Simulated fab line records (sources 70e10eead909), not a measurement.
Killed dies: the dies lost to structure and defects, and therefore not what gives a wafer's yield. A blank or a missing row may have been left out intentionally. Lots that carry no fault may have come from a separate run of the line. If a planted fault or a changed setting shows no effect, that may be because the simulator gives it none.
Matching of chambers -- flow nand_harc -- NHARC_A_M0_CMP_23 on cmp-04 has 4 sister chambers
The step polishes, t overpolish 20 s, target thk 113.75 nm. 8 wafers are shown with their chamber, then 8 later ones without.

## WAFERS WITH THEIR CHAMBER
wafer,chamber,motor_current_A (A),time_to_endpoint_s (s)
L075.6,1,15.0,32.7
L079.4,1,13.8,30.6
L081.1,2,12.9,29.3
L081.6,3,11.5,28.8
L090.1,0,11.9,30.4
L090.4,3,11.8,29.7
L090.6,0,11.2,29.7
L091.1,2,13.0,29.0

## WAFERS WHOSE CHAMBER IS MISSING
wafer,motor_current_A (A),time_to_endpoint_s (s)
L091.3,14.6,30.4
L091.6,11.2,30.0
L097.1,11.3,28.8
L097.4,12.8,26.3
L097.6,11.7,24.1
L094.3,10.9,27.5
L094.5,13.1,28.1
L094.6,14.9,29.1

## WHICH CHAMBER EACH ONE RAN IN
wafer,from the rows above,in truth
L091.3,1,1
L091.6,can't be placed: 0 or 3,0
L097.1,can't be placed: 3 or 0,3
L097.4,can't be placed: 2 or 3 or 0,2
L097.6,can't be placed: 3 or 2 or 0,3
L094.3,can't be placed: 3 or 0 or 2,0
L094.5,can't be placed: 2 or 3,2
L094.6,can't be placed: 1 or 2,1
Placed correctly: 1 of 8. Can't be placed from these rows: 7 (the true chamber is among the candidates in 7). Placed wrongly: 0.
How it was worked out, from the rows above alone: a wafer's distance from a chamber is the root of the sum, over the readings, of the square of ((its reading less the chamber's mean) divided by the reading's scatter). If the next closest chamber is less than 2 further off than the closest, the wafer can't be placed; otherwise it belongs to the closest. Each chamber's mean is taken over the wafers shown for it. The scatter: the root of (the sum of the squares of (reading less its chamber's mean) over the shown wafers, divided by (wafers less chambers)).
